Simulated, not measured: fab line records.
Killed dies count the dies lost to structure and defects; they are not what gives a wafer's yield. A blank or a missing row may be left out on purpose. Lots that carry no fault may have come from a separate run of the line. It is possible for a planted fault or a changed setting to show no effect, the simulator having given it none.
Chamber matching || flow n5 finfet || 4 sister chambers for N5_BEOL_M10_ETCH_66 on rie diel-01
The step etches SOC in N2/H2, target depth 120 nm, overetch 24 nm, time 180 s. 4 wafers are shown with their chamber, then 9 later ones without.

== WAFERS PAIRED WITH THEIR CHAMBERS ==
{"wafer": "L080.5", "chamber": 1, "drypump motor current A (A)": 5.7}
{"wafer": "L080.6", "chamber": 3, "drypump motor current A (A)": 5.4}
{"wafer": "L082.4", "chamber": 0, "drypump motor current A (A)": 6.2}
{"wafer": "L082.6", "chamber": 2, "drypump motor current A (A)": 5.3}

== WAFERS MISSING THEIR CHAMBER ==
{"wafer": "L085.1", "drypump motor current A (A)": 6.2}
{"wafer": "L085.3", "drypump motor current A (A)": 5.4}
{"wafer": "L085.5", "drypump motor current A (A)": 6.2}
{"wafer": "L089.1", "drypump motor current A (A)": 5.4}
{"wafer": "L089.5", "drypump motor current A (A)": 5.3}
{"wafer": "L089.6", "drypump motor current A (A)": 5.3}
{"wafer": "L088.1", "drypump motor current A (A)": 5.2}
{"wafer": "L088.4", "drypump motor current A (A)": 5.3}
{"wafer": "L088.6", "drypump motor current A (A)": 5.7}

== THE CHAMBER EACH PASSED THROUGH ==
{"wafer": "L085.1", "from the rows above": 0, "in truth": 0}
{"wafer": "L085.3", "from the rows above": 3, "in truth": 3}
{"wafer": "L085.5", "from the rows above": 0, "in truth": 0}
{"wafer": "L089.1", "from the rows above": 3, "in truth": 3}
{"wafer": "L089.5", "from the rows above": 2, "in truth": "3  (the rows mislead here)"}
{"wafer": "L089.6", "from the rows above": 2, "in truth": 2}
{"wafer": "L088.1", "from the rows above": 2, "in truth": 2}
{"wafer": "L088.4", "from the rows above": 2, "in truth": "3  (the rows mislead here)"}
{"wafer": "L088.6", "from the rows above": 1, "in truth": 1}
Placed correctly: 7 of 9. Left unplaced by these rows: 0. 2 placed wrongly.
How it was worked out, from the rows above alone: a wafer's distance from a chamber is the root of the sum, over the readings, of the square of ((its reading less the chamber's mean) divided by the reading's scatter). The wafer belongs to the nearest chamber; if the next one is less than 2 further off, it can't be placed. A chamber's mean is the mean of its shown wafers. The scatter (one wafer shown for each chamber): square how far every hidden wafer sits from the nearest shown wafer, average those squares and take the square root.
